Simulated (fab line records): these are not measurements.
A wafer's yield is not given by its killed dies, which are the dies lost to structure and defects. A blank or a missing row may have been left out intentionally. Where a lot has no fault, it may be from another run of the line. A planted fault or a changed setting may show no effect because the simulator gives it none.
Comparing a struck lot with a sound one :: flow n5-finfet :: 42 steps out of a route of 1938
Sound: these wafers, L454.2, L454.4, L454.6. Struck: wafer L465.4 (left out: L465.5, a lot-mate that was not struck); the cause follows at the end.
For every step that has rows: the tool of each side, followed by ch and its chambers, followed by its first start. Under that, the readings that differ: sound wafers :: struck wafers :: difference of the means :: sigmas: that difference in standard deviations of wafers without a fault.
alike: words and numbers the same on both sides, and readings whose means are apart by under 2 such deviations; not compared: readings that were withheld, readings missing a value for some wafer, numbers with overlapping values and no deviation given by the record, and bounds like >300 which may hide the same value.
A row with sigmas, a row that says differs or no value, or rows on one side alone: a step with any of these is where the two part. Numbers that have no deviation but don't overlap get no sigmas and don't part them. A reading missing from all wafers of one side parts the sides only when that side holds two or more wafers.

first, 12 steps without rows for these wafers: N5_SD_EPI_N_STRIP_36 (strips in N2/H2); N5_SD_EPI_N_ETCHBACK_44 (etches SiNx in CH3F/O2, stops on SiO2, target depth 14.5 nm); N5_SD_EPI_N_ETCH_45 (etches SiOCN in CH3F/O2, target depth 6 nm); N5_SD_EPI_N_ETCH_16 (etches SiO2 in CHF3/O2, target depth 5 nm); N5_SD_EPI_N_STRIP_47 (strips in CHF3/O2); N5_SD_EPI_N_SD_RECESS_17 (chemistry HBr/Cl2/O2, target depth 41 nm, time 23.7 s, bt time 3 s); N5_SD_EPI_N_STRIP_38 (strips in N2/H2); N5_SD_EPI_N_WET_ETCH_43 (etches SiO2 in dHF, time 14 s, target depth 1.5 nm); N5_SD_EPI_N_STRIP_18 (strips in SPM, time 750 s); N5_SD_EPI_N_SRD_20 (time 30 s); N5_SD_EPI_N_PRECLEAN_48 (cleans in NF3:NH3, afs cycles 2, time 20 s, sublimation time 60 s); N5_SD_EPI_N_VAPOR_ETCH_50 (etches Si in HCl, time 54 s).
N5_SD_EPI_N_EPI_21: deposits Si:P, time 690 s.
  sound on epi-rpcvd-02 ch 0, day 5 13:13; struck on epi-rpcvd-02 ch 0, day 8 03:40
reading: epi-growth-time-s (s)
sound: 690 690 690
struck: 742.8
difference: +52.8
sigmas: 

reading: model.Si-P_of_SD_EPI_N_EPI_21.thk-nm (nm)
sound: 59.4 59.8 59
struck: 62.4
difference: +3.0
sigmas: 
N5_SD_EPI_N_EPI_MEAS_23:
  sound on film-metro-01, day 5 15:07; struck on film-metro-02, day 8 04:50
reading: thk-nm (nm)
sound: 60.1 58.9 58.6
struck: 62.8
difference: +3.6
sigmas: +3
then, 24 steps without rows for these wafers: N5_SD_EPI_N_PRECLEAN_24 (cleans in O3/DIW, time 60 s); N5_SD_EPI_N_SRD_25 (time 30 s); N5_SD_EPI_N_PRECLEAN_49 (cleans in NF3:NH3, afs cycles 1, time 20 s, sublimation time 60 s); N5_SD_EPI_N_LINER_46 (material SiNx, target thk 3 nm); N5_SD_EPI_P_COAT_34 (time 60 s, resist thk 350 nm); N5_SD_EPI_P_COAT_35 (time 60 s, resist thk 35 nm); N5_SD_EPI_P_COAT_03 (resist thk 150 nm); N5_SD_EPI_P_EBR_05; N5_SD_EPI_P_SOFTBAKE_04 (time 60 s); N5_SD_EPI_P_EXPOSE_06 (exposes mask SD P BLK, target cd 240 nm); N5_SD_EPI_P_PEB_07 (peb time 60 s); N5_SD_EPI_P_DEVELOP_08 (develop time 30 s); N5_SD_EPI_P_DESCUM_14 (chemistry O2, time 7.9 s); N5_SD_EPI_P_ETCH_36 (etches SiARC in CF4, target depth 45.5 nm, time 75.8 s); N5_SD_EPI_P_ETCH_37 (etches SOC in N2/H2, overetch 108 nm, time 486 s); N5_SD_EPI_P_STRIP_38 (strips in N2/H2); N5_SD_EPI_P_ETCHBACK_46 (etches SiNx in CH3F/O2, stops on SiO2, target depth 17.5 nm); N5_SD_EPI_P_ETCH_47 (etches SiOCN in CH3F/O2, target depth 25 nm); N5_SD_EPI_P_ETCH_16 (etches SiO2 in CHF3/O2, target depth 5 nm); N5_SD_EPI_P_STRIP_50 (strips in CHF3/O2); N5_SD_EPI_P_SD_RECESS_17 (chemistry HBr/Cl2/O2, target depth 39.1 nm, bt time 3 s); N5_SD_EPI_P_WET_ETCH_45 (etches SiO2 in dHF, time 10.7 s, target depth 2 nm, rinse time 30 s); N5_SD_EPI_P_STRIP_40 (strips in N2/H2); N5_SD_EPI_P_PRECLEAN_52 (cleans in O3/DIW, time 60 s).
N5_SD_EPI_P_PRECLEAN_24: cleans in O3/DIW, time 45 s.
  sound on wet-bench-04 ch 2,4,5, day 5 19:53; struck on wet-bench-04 ch 0, day 8 10:14
reading: model.Si-P_of_SD_EPI_N_EPI_21.thk-nm (nm)
sound: 58.4 59 58.2
struck: 61.6
difference: +3.1
sigmas: 
N5_SD_ACTIVATION_RS_MEAS_03: measurement is done with a four-point probe.
  sound on film-metro-01, day 5 20:24; struck on film-metro-01, day 8 10:47
reading: RS_SD_N (ohm/sq)
sound: 21.9 21.6 22.2
struck: 20.6
difference: -1.3
sigmas: -4
  alike: RS_SD_P
-- the record jumps here: 6 days lie between the struck wafers' starts before and after (it left off in module SD_ACTIVATION and takes up again in module BEOL_M4, whose first step shown is number 1111 of the route) --
N5_BEOL_M4_RC_MEAS_101:
  sound on prober-02 ch 0, day 12 13:22; struck on prober-02 ch 0, day 14 10:54
reading: RS_SD_N (ohm/sq)
sound: 28.5 28.1 28.3
struck: 26.7
difference: -1.6
sigmas: -4
  alike: DIBL_N, DIBL_P, IOFF_N, IOFF_P, ION_N, ION_P, SS_N, SS_P, VT_N, VT_P
-- record jumps: 4 days separate the struck wafers' starts on either side; left off in module BEOL_M4, taken up again in module PASSIVATION, whose first shown step is the route's number 1936 --
N5_PASSIVATION_PROBE_49:
  record: rows for the struck wafers here (prober-02, day 18 16:35), none for the sound ones

## WHERE THEY PART
Earliest at N5_SD_EPI_N_EPI_MEAS_23; latest, in this record, at N5_PASSIVATION_PROBE_49.

WHY: what had been put in by the simulator
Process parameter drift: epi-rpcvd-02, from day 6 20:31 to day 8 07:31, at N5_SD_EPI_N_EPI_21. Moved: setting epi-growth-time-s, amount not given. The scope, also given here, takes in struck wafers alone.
